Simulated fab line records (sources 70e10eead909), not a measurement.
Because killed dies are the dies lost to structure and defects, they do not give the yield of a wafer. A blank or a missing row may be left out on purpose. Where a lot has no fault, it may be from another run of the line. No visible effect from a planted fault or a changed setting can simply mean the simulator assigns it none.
fab line records	flow nandHarc	part 1 of 2: steps 1 to 29 of 39
record: lots: 5	wafers: 15	lastDay: 23
route steps=1159 shown P_BONDPAD@373 A_START@389 A_ZERO_WELL@390 A_SOURCE_PLATE@413
lots untouched by any fault: they come from a run of this same line in which no faults occurred
startH: hours from the record's first day to the start of the lot's first wafer shown	waitH: hours elapsed since this lot's preceding step	" as in the row above	L1.1+2: one row covering several wafers at once	- either no value or no given start	* or withheld: withheld	< > ~ a bound
route shown NAME@n: a module of which the file shows steps, and the number in the route of the first	usual: average and standard deviation across the fault-free wafers	same: alike in all rows	chamber/n: place in a boat	sites: readings site by site	_std_site: standard deviation across them	_edge_site: mean of outer sites minus mean of inner sites	radiusMm: for every site, how far away it sits from the centre of the wafer	mask NAME#n: copy n	behind: the tool/chamber that last shaped the wafer	hold: the reason the lot was held/the length of the hold in hours/how it ended	device: which transistor (n, p or np) failed to switch	end of line: at the end of the route, the tests of the same wafers	for a step that has no rows: nothing shown but its recipe	killed: dies that structure and defects cost at the first sort, which is not the same as the wafer's yield	map: the dies of a wafer, with x for killed, . for not killed, _ for no die there
set.NAME: the run value of the setting; set.NAME@STEP: its run value at that earlier step	model.NAME: the simulator's own value behind a step, which no gauge read
lots at some steps of the route; a table a step, a row a wafer
services: when a tool's chamber went out of use (startH, in hours from the record's first day, below 0 if earlier), for how many hours, and the reason
== steps ==
step: NHARC_P_BONDPAD_STRIP_16
recipe: timeS: 600	tempC: 30	chemistry: postEtchResidueRemover
usual: bathHeatDutyPct: 12.8/1.5
lot.wafer	tool	chamber	startH	waitH	bathHeatDutyPct
L074.4	wetBench-08	1	132.99	-	10.7
L074.5	"	5	"	"	15.7
L074.1	"	6	"	"	13.2
L077.2	wetBench-10	1	158.06	-	13.6
L077.4	"	2	"	"	12.3
L077.1	"	6	"	"	13.7
L086.6	wetBench-10	0	209.53	-	12.2
L086.4	"	2	"	"	11.9
L086.1	"	3	"	"	14.6
L088.3	wetBench-08	4	224.43	-	13.8
L088.6	"	5	"	"	17.0
L088.1	"	6	"	"	14.6
L090.2	wetBench-10	6	230.55	-	14.8
L090.6	"	7	"	"	11.3
L090.4	"	0	"	"	12.7
step: NHARC_P_BONDPAD_DEGAS_25
recipe: tempC: 300	timeS: 60
usual: heaterPowerW: 462/44
lot.wafer	tool	chamber	startH	waitH	heaterPowerW
L074.4	pvdSputter-01	-	133.27	-	408
L074.1	"	-	"	"	440
L074.5	"	-	"	"	436
L077.1	pvdSputter-02	-	158.33	-	454
L077.2	"	-	"	"	448
L077.4	"	-	"	"	460
L086.1	pvdSputter-02	-	209.78	-	456
L086.4	"	-	"	"	431
L086.6	"	-	"	"	451
L088.3	pvdSputter-02	-	224.68	-	450
L088.1	"	-	"	"	445
L088.6	"	-	"	"	454
L090.2	pvdSputter-02	-	230.80	-	443
L090.4	"	-	"	"	422
L090.6	"	-	"	"	455
step: NHARC_P_BONDPAD_PRE_CLEAN_26
recipe: timeS: 30	tempC: 280	gas: H2/He
usual: heaterPowerW: 402/36
lot.wafer	tool	chamber	startH	waitH	heaterPowerW
L074.1	pvdSputter-01	-	-	-	389
L074.4	"	-	"	"	376
L074.5	"	-	"	"	381
L077.2	pvdSputter-02	-	-	-	399
L077.1	"	-	"	"	399
L077.4	"	-	"	"	406
L086.1	pvdSputter-02	-	-	-	411
L086.4	"	-	"	"	401
L086.6	"	-	"	"	397
L088.1	pvdSputter-02	-	-	-	386
L088.3	"	-	"	"	368
L088.6	"	-	"	"	394
L090.2	pvdSputter-02	-	-	-	398
L090.4	"	-	"	"	388
L090.6	"	-	"	"	385
step: NHARC_P_BONDPAD_PVD_17
recipe: targetThkA: 50	biasV: 168.6	powerW: 15000	chamberPressurePa: 0.12	timeS: 8.06	substrateTempC: 50	material: TaN
usual: biasV: 168.7/1.7	substrateTempC: 50.01/0.11	throttleValvePct: 30.0/0.9
lot.wafer	tool	chamber	startH	waitH	biasV	substrateTempC	throttleValvePct
L074.1	pvdSputter-01	-	-	-	171.5	50.02	29.7
L074.4	"	-	"	"	168.0	49.93	31.1
L074.5	"	-	"	"	171.9	49.98	29.4
L077.2	pvdSputter-02	-	-	-	169.2	50.03	31.3
L077.4	"	-	"	"	170.1	49.91	29.1
L077.1	"	-	"	"	171.5	49.85	30.0
L086.1	pvdSputter-02	-	-	-	167.2	49.78	30.1
L086.4	"	-	"	"	169.1	50.10	29.1
L086.6	"	-	"	"	168.0	49.66	30.1
L088.1	pvdSputter-02	-	-	-	170.5	50.15	30.3
L088.3	"	-	"	"	168.8	49.77	30.8
L088.6	"	-	"	"	168.4	50.17	30.4
L090.2	pvdSputter-02	-	-	-	171.0	50.01	30.6
L090.4	"	-	"	"	166.2	50.07	30.4
L090.6	"	-	"	"	168.9	50.06	30.5
step: NHARC_P_BONDPAD_PVD_27
recipe: targetThkA: 300	chamberPressurePa: 5	powerW: 5000	substrateTempC: 30	timeS: 20.49	material: Cu
usual: substrateTempC: 30.00/0.11	throttleValvePct: 29.9/0.93
lot.wafer	tool	chamber	startH	waitH	substrateTempC	throttleValvePct
L074.1	pvdSputter-01	-	-	-	30.18	31.1
L074.4	"	-	"	"	29.92	28.4
L074.5	"	-	"	"	29.91	29.8
L077.2	pvdSputter-02	-	-	-	30.12	31.3
L077.4	"	-	"	"	30.11	31.4
L077.1	"	-	"	"	30.00	30.0
L086.4	pvdSputter-02	-	-	-	29.90	31.5
L086.1	"	-	"	"	30.05	29.2
L086.6	"	-	"	"	29.90	31.2
L088.1	pvdSputter-02	-	-	-	30.02	30.3
L088.3	"	-	"	"	30.07	28.6
L088.6	"	-	"	"	29.90	30.7
L090.2	pvdSputter-02	-	-	-	29.99	30.5
L090.4	"	-	"	"	29.87	30.5
L090.6	"	-	"	"	29.98	30.5
step: NHARC_P_BONDPAD_ECD_18
recipe: targetThkA: 4000	bathTempC: 25	material: Cu
usual: bathHeatDutyPct: 6.9/0.91
lot.wafer	tool	chamber	startH	waitH	bathHeatDutyPct
L074.1	ecdCu-02	1	133.61	-	8.9
L074.4	"	0	"	"	5.6
L074.5	"	1	"	"	7.5
L077.1	ecdCu-02	0	158.69	-	4.8
L077.2	"	1	"	"	7.9
L077.4	"	1	"	"	6.7
L086.1	ecdCu-02	0	210.14	-	5.4
L086.4	"	1	"	"	7.4
L086.6	"	1	"	"	7.3
L088.1	ecdCu-01	0	225.09	-	8.3
L088.3	"	0	"	"	8.2
L088.6	"	0	"	"	8.7
L090.2	ecdCu-02	1	231.24	-	6.9
L090.4	"	0	"	"	6.5
L090.6	"	0	"	"	5.8
step: NHARC_P_BONDPAD_ANNEAL_28
recipe: tempC: 225	timeS: 90
usual: annealTempCMax: 226.2/0.35	wafer_temp_C_max: 226.2/0.63
lot.wafer	tool	chamber	startH	waitH	annealTempCMax	wafer_temp_C_max
L074.1	rtpAnneal-01	0	133.99	-	226.4	226.6
L074.4	"	0	"	"	226.3	226.8
L074.5	"	0	"	"	226.1	227.5
L077.1	rtpAnneal-02	0	159.07	0.3	225.7	225.6
L077.2	"	0	"	"	226.3	225.5
L077.4	"	0	"	"	225.9	225.6
L086.1	rtpAnneal-02	0	210.52	0.3	225.8	225.7
L086.4	"	0	"	"	225.9	225.9
L086.6	"	0	"	"	225.3	225.7
L088.1	rtpAnneal-01	0	225.42	0.3	226.5	227.4
L088.3	"	0	"	"	226.6	227.2
L088.6	"	0	"	"	226.4	226.5
L090.2	rtpAnneal-02	0	231.65	0.4	225.9	225.9
L090.4	"	0	"	"	226.0	225.5
L090.6	"	0	"	"	226.0	225.7
step: NHARC_P_BONDPAD_CMP_19
recipe: tOverpolishS: 30	cuRecessTouchS: 16	targetThkNm: 160.81
usual: motorCurrentA: 12.9/1.6	overpolishRunS: 30.000/0.0084
lot.wafer	tool	chamber	startH	waitH	motorCurrentA	overpolishRunS
L074.4	cmp-03	2	134.34	-	10.2	30.007
L074.1	"	3	"	"	12.9	29.987
L074.5	"	3	"	"	13.3	29.981
L077.1	cmp-02	2	159.44	-	11.9	29.985
L077.4	"	3	"	"	13.0	30.001
L077.2	"	0	"	"	12.2	29.988
L086.4	cmp-04	3	210.92	-	11.7	30.004
L086.1	"	0	"	"	15.6	30.011
L086.6	"	1	"	"	14.5	30.010
L088.1	cmp-04	2	225.79	-	11.9	30.000
L088.3	"	0	"	"	14.9	29.988
L088.6	"	1	"	"	14.8	29.998
L090.2	cmp-03	2	232.00	-	10.4	30.004
L090.4	"	3	"	"	13.2	29.996
L090.6	"	1	"	"	14.3	30.007
step: NHARC_P_BONDPAD_THK_MEAS_20
recipe: thkMeasGauge: xrf
usual: thkNm: 160.7/1.4
lot.wafer	tool	chamber	startH	waitH	thkNm
L074.1	filmMetro-02	-	134.66	-	161.5
L074.4	"	-	"	"	159.1
L074.5	"	-	"	"	164.0
L077.1	filmMetro-02	-	159.73	-	161.8
L077.2	"	-	"	"	159.7
L077.4	"	-	"	"	162.1
L086.1	filmMetro-01	-	211.18	-	160.2
L086.4	"	-	"	"	162.1
L086.6	"	-	"	"	162.4
L088.1	filmMetro-02	-	226.08	-	158.1
L088.3	"	-	"	"	159.7
L088.6	"	-	"	"	160.0
L090.2	filmMetro-02	-	232.26	-	161.2
L090.4	"	-	"	"	160.6
L090.6	"	-	"	"	161.5
step: NHARC_P_BONDPAD_SRD_21
recipe: timeS: 30	tempC: 23	dryTimeS: 20	spinRpm: 1500
usual: bathHeatDutyPct: 3.5/0.54
lot.wafer	tool	chamber	startH	waitH	bathHeatDutyPct
L074.1	wetBench-10	6	134.70	0.0	3.9
L074.4	"	0	"	"	3.1
L074.5	"	2	"	"	4.3
L077.4	wetBench-10	6	159.78	0.0	4.1
L077.2	"	7	"	"	2.2
L077.1	"	0	"	"	3.5
L086.4	wetBench-08	6	211.23	0.0	3.4
L086.6	"	0	"	"	3.1
L086.1	"	2	"	"	2.9
L088.6	wetBench-10	3	226.13	0.0	3.4
L088.3	"	4	"	"	3.4
L088.1	"	6	"	"	4.3
L090.6	wetBench-10	3	232.30	0.0	3.8
L090.2	"	6	"	"	3.6
L090.4	"	7	"	"	3.6
step: NHARC_P_BONDPAD_INSPECT_23
usual: rawDefectCount: 308/120
lot.wafer	tool	chamber	startH	waitH	rawDefectCount
L074.1	defectInspect-02	-	134.95	0.1	396
L074.4	"	-	"	"	425
L074.5	"	-	"	"	298
L077.1	defectInspect-01	-	159.93	0.0	186
L077.2	"	-	"	"	228
L077.4	"	-	"	"	209
L086.1	defectInspect-02	-	211.39	0.0	376
L086.4	"	-	"	"	184
L086.6	"	-	"	"	208
L088.1	defectInspect-01	-	226.30	0.1	368
L088.3	"	-	"	"	520
L088.6	"	-	"	"	399
L090.2	defectInspect-01	-	232.47	0.0	265
L090.4	"	-	"	"	197
L090.6	"	-	"	"	211
step: NHARC_P_BONDPAD_ACTIVATE_29
recipe: timeS: 60	n2FlowSccm: 200	arFlowSccm: 0	biasPowerW: 0	chemistry: N2
usual: drypumpMotorCurrentA: 5.5/0.49	oesProductAu: 1.000/0.0065	rfVppV: 64.3/0.94	showerheadPlenumPTorr: 1.81/0.08
lot.wafer	tool	chamber	startH	waitH	drypumpMotorCurrentA	oesProductAu	rfHoursCounterH	rfVppV	showerheadPlenumPTorr
L074.4	rieDiel-12	1	135.04	0.1	5.2	0.981	35	65.0	1.87
L074.1	"	2	"	"	4.8	0.994	34	64.5	1.66
L074.5	"	0	"	"	5.6	0.986	-	62.7	1.64
L077.1	rieDiel-04	2	160.00	0.1	5.3	0.999	4	66.2	1.78
L077.4	"	3	"	"	6.5	1.004	4	65.2	1.79
L077.2	"	1	"	"	5.2	0.995	4	63.5	1.89
L086.4	rieDiel-04	3	211.45	0.1	6.5	1.008	10	64.0	1.78
L086.1	"	2	"	"	5.3	0.999	10	63.5	1.77
L086.6	"	0	"	"	5.3	1.011	-	64.2	1.88
L088.1	rieDiel-10	0	226.37	0.1	5.6	0.995	21	65.5	1.72
L088.3	"	1	"	"	5.8	1.002	19	63.8	1.67
L088.6	"	0	"	"	5.6	1.006	-	62.7	1.72
L090.4	rieDiel-04	2	232.55	0.1	5.3	1.002	12	64.0	1.77
L090.2	"	3	"	"	6.5	0.994	12	64.0	1.78
L090.6	"	1	"	"	5.2	1.001	-	64.8	1.89
step: NHARC_P_BONDPAD_PRECLEAN_30
recipe: timeS: 300	tempC: 23	chemistry: DIW
usual: bathHeatDutyPct: 3.7/0.56
lot.wafer	tool	chamber	startH	waitH	bathHeatDutyPct
L074.1	wetBench-10	1	135.21	0.1	3.6
L074.4	"	2	"	"	4.0
L074.5	"	4	"	"	3.5
L077.4	wetBench-10	0	160.15	0.1	2.8
L077.2	"	1	"	"	4.1
L077.1	"	4	"	"	3.5
L086.6	wetBench-08	3	211.62	0.1	3.6
L086.1	"	4	"	"	3.3
L086.4	"	5	"	"	4.4
L088.6	wetBench-10	0	226.51	0.1	2.8
L088.1	"	2	"	"	3.4
L088.3	"	4	"	"	3.9
L090.4	wetBench-10	0	232.71	0.1	2.9
L090.6	"	1	"	"	3.7
L090.2	"	3	"	"	4.2
step: NHARC_P_BONDPAD_SRD_31
recipe: timeS: 30	tempC: 23	dryTimeS: 20	spinRpm: 1500
usual: bathHeatDutyPct: 3.7/0.59
lot.wafer	tool	chamber	startH	waitH	bathHeatDutyPct
L074.1	wetBench-10	1	-	-	3.5
L074.4	"	2	"	"	3.5
L074.5	"	4	"	"	2.8
L077.4	wetBench-10	0	-	-	3.6
L077.2	"	1	"	"	2.8
L077.1	"	4	"	"	3.5
L086.6	wetBench-08	3	-	-	3.3
L086.1	"	4	"	"	3.6
L086.4	"	5	"	"	5.0
L088.6	wetBench-10	0	-	-	3.4
L088.1	"	2	"	"	3.5
L088.3	"	4	"	"	3.3
L090.4	wetBench-10	0	-	-	3.0
L090.6	"	1	"	"	3.5
L090.2	"	3	"	"	4.1
step: NHARC_A_START_INSPECT_01
usual: rawDefectCount: 3.3/1.9
lot.wafer	tool	chamber	startH	waitH	rawDefectCount
L074.1	defectInspect-02	-	135.54	-	5
L074.4	"	-	"	"	6
L074.5	"	-	"	"	7
L077.1	defectInspect-02	-	160.40	-	2
L077.2	"	-	"	"	4
L077.4	"	-	"	"	4
L086.1	defectInspect-01	-	211.87	-	3
L086.4	"	-	"	"	5
L086.6	"	-	"	"	5
L088.1	defectInspect-01	-	226.76	-	2
L088.3	"	-	"	"	4
L088.6	"	-	"	"	1
L090.2	defectInspect-02	-	232.93	-	6
L090.4	"	-	"	"	2
L090.6	"	-	"	"	5
step: NHARC_A_ZERO_WELL_PRECLEAN_00
recipe: timeS: 600	tempC: 120	chemistry: SPM
usual: bathHeatDutyPct: 13.5/1.6
lot.wafer	tool	chamber	startH	waitH	bathHeatDutyPct
L074.4	wetBench-04	1	135.64	0.1	11.4
L074.5	"	3	"	"	14.7
L074.1	"	4	"	"	11.2
L077.2	wetBench-04	7	160.49	0.1	13.1
L077.4	"	0	"	"	15.7
L077.1	"	1	"	"	11.1
L086.4	wetBench-02	0	211.95	0.1	16.3
L086.1	"	1	"	"	11.7
L086.6	"	4	"	"	13.3
L088.6	wetBench-01	2	226.85	0.1	13.0
L088.3	"	4	"	"	11.1
L088.1	"	5	"	"	9.6
L090.4	wetBench-01	5	233.02	0.1	10.4
L090.2	"	7	"	"	12.9
L090.6	"	1	"	"	13.7
step: NHARC_A_ZERO_WELL_SRD_01
lot.wafer	tool	chamber	startH	waitH
L074.4+5+1	wetBench-04	1,3,4	-	-
L077.2+4+1	wetBench-04	7,0,1	-	-
L086.4+1+6	wetBench-02	0,1,4	-	-
L088.6+3+1	wetBench-01	2,4,5	-	-
L090.4+2+6	wetBench-01	5,7,1	-	-
step: NHARC_A_ZERO_WELL_DEHYDRATE_02
recipe: tempC: 150	timeS: 120
lot.wafer	tool	chamber	startH	waitH
L074.1+4+5	lithoTrack-05	0	135.94	-
L077.1+2+4	lithoTrack-05	0	160.81	-
L086.1+4+6	lithoTrack-05	0	212.27	-
L088.1+3+6	lithoTrack-05	0	227.16	-
L090.2+4+6	lithoTrack-05	0	233.33	-
step: NHARC_A_ZERO_WELL_HMDS_03
recipe: timeS: 30
lot.wafer	tool	chamber	startH	waitH
L074.1+4+5	lithoTrack-05	0	-	-
L077.1+2+4	lithoTrack-05	0	-	-
L086.1+4+6	lithoTrack-05	0	-	-
L088.1+3+6	lithoTrack-05	0	-	-
L090.2+4+6	lithoTrack-05	0	-	-
step: NHARC_A_ZERO_WELL_COAT_18
recipe: tempC: 200	timeS: 65
lot.wafer	tool	chamber	startH	waitH
L074.1+4+5	lithoTrack-05	0	-	-
L077.1+2+4	lithoTrack-05	0	-	-
L086.1+4+6	lithoTrack-05	0	-	-
L088.1+3+6	lithoTrack-05	0	-	-
L090.2+4+6	lithoTrack-05	0	-	-
step: NHARC_A_ZERO_WELL_COAT_04
recipe: spinRpm: 2000	resistThkNm: 600
lot.wafer	tool	chamber	startH	waitH
L074.1+4+5	lithoTrack-05	0	-	-
L077.1+2+4	lithoTrack-05	0	-	-
L086.1+4+6	lithoTrack-05	0	-	-
L088.1+3+6	lithoTrack-05	0	-	-
L090.2+4+6	lithoTrack-05	0	-	-
step: NHARC_A_ZERO_WELL_SOFTBAKE_05
recipe: tempC: 125	timeS: 70
lot.wafer	tool	chamber	startH	waitH
L074.1+4+5	lithoTrack-05	0	-	-
L077.1+2+4	lithoTrack-05	0	-	-
L086.1+4+6	lithoTrack-05	0	-	-
L088.1+3+6	lithoTrack-05	0	-	-
L090.2+4+6	lithoTrack-05	0	-	-
step: NHARC_A_ZERO_WELL_EBR_06
lot.wafer	tool	chamber	startH	waitH
L074.1+4+5	lithoTrack-05	0	-	-
L077.1+2+4	lithoTrack-05	0	-	-
L086.1+4+6	lithoTrack-05	0	-	-
L088.1+3+6	lithoTrack-05	0	-	-
L090.2+4+6	lithoTrack-05	0	-	-
step: NHARC_A_ZERO_WELL_EXPOSE_07
recipe: na: 0.55	doseMj: 33.85	maskId: A_ZERO
same: na: 0.55
lot.wafer	tool	chamber	startH	waitH	mask
L074.1+4+5	krfScanner-02	0	136.23	-	A_ZERO#0
L077.1+2+4	krfScanner-02	0	161.10	-	A_ZERO#0
L086.1+4+6	krfScanner-01	0	212.43	-	A_ZERO#0
L088.1+3+6	krfScanner-03	0	227.45	-	A_ZERO#0
L090.2+4+6	krfScanner-01	0	233.62	-	A_ZERO#0
step: NHARC_A_ZERO_WELL_PEB_08
recipe: pebTempC: 128	pebTimeS: 80
lot.wafer	tool	chamber	startH	waitH
L074.1+4+5	lithoTrack-03	0	136.30	0.1
L077.1+2+4	lithoTrack-07	0	161.17	0.1
L086.1+4+6	lithoTrack-03	0	212.49	0.1
L088.1+3+6	lithoTrack-07	0	227.51	0.1
L090.2+4+6	lithoTrack-07	0	233.68	0.1
step: NHARC_A_ZERO_WELL_DEVELOP_09
recipe: timeS: 50	devTempC: 22
lot.wafer	tool	chamber	startH	waitH
L074.1+4+5	lithoTrack-03	0	-	-
L077.1+2+4	lithoTrack-07	0	-	-
L086.1+4+6	lithoTrack-03	0	-	-
L088.1+3+6	lithoTrack-07	0	-	-
L090.2+4+6	lithoTrack-07	0	-	-
step: NHARC_A_ZERO_WELL_CD_MEAS_10
recipe: targetCdNm: 2000	landingEnergyEv: 500
usual: cdNm: 2000.0/1.5
lot.wafer	tool	chamber	startH	waitH	cdNm
L074.1	cdSem-03	0	136.38	-	1998.8
L074.4	"	0	"	"	1997.0
L074.5	"	0	"	"	1997.5
L077.1	cdSem-01	0	161.25	-	2001.0
L077.2	"	0	"	"	2002.1
L077.4	"	0	"	"	2000.2
L086.1	cdSem-03	0	212.58	-	1998.6
L086.4	"	0	"	"	2000.9
L086.6	"	0	"	"	1999.9
L088.1	cdSem-03	0	227.60	-	2000.4
L088.3	"	0	"	"	2000.5
L088.6	"	0	"	"	1998.0
L090.2	cdSem-01	0	233.77	-	1998.9
L090.4	"	0	"	"	2000.5
L090.6	"	0	"	"	1997.1
step: NHARC_A_ZERO_WELL_HARDBAKE_11
recipe: tempC: 118	timeS: 65
lot.wafer	tool	chamber	startH	waitH
L074.1+4+5	lithoTrack-07	0	136.46	-
L077.1+2+4	lithoTrack-03	0	161.33	-
L086.1+4+6	lithoTrack-03	0	212.66	-
L088.1+3+6	lithoTrack-03	0	227.68	-
L090.2+4+6	lithoTrack-03	0	233.85	-
step: NHARC_A_ZERO_WELL_DESCUM_12
recipe: timeS: 3	o2FlowSccm: 200	arFlowSccm: 0	biasPowerW: 0	chemistry: O2
usual: drypumpMotorCurrentA: 5.7/0.42	oesProductAu: 0.998/0.0082	rfVppV: 57.8/0.82	showerheadPlenumPTorr: 1.93/0.08	throttleValvePct: 11.311/0.0088
lot.wafer	tool	chamber	startH	waitH	drypumpMotorCurrentA	oesProductAu	rfHoursCounterH	rfVppV	showerheadPlenumPTorr	throttleValvePct
L074.4	rieDiel-02	0	136.56	-	5.5	0.994	11	57.7	1.80	11.309
L074.1	"	1	"	"	6.1	0.994	11	56.6	1.82	11.305
L074.5	"	3	"	"	5.5	0.999	-	57.3	1.87	11.314
L077.4	rieDiel-06	0	161.41	-	5.9	0.991	7	58.6	1.99	11.311
L077.2	"	2	"	"	5.7	1.001	6	57.3	2.06	11.324
L077.1	"	3	"	"	5.0	1.003	7	58.6	1.94	11.319
L086.1	rieDiel-06	2	212.74	-	5.6	1.007	10	57.9	2.06	11.313
L086.4	"	3	"	"	5.0	0.999	10	57.6	1.94	11.330
L086.6	"	2	"	"	5.6	1.000	-	57.0	2.06	11.311
L088.1	rieDiel-02	3	227.76	-	5.5	0.996	6	57.8	1.87	11.313
L088.3	"	2	"	"	6.0	1.010	5	58.4	1.94	11.309
L088.6	"	3	"	"	5.5	0.994	-	56.7	1.87	11.301
L090.4	rieDiel-02	3	233.93	-	5.5	1.002	6	57.8	1.87	11.318
L090.2	"	0	"	"	5.5	1.009	6	57.0	1.80	11.317
L090.6	"	2	"	"	6.0	1.012	-	55.4	1.94	11.319
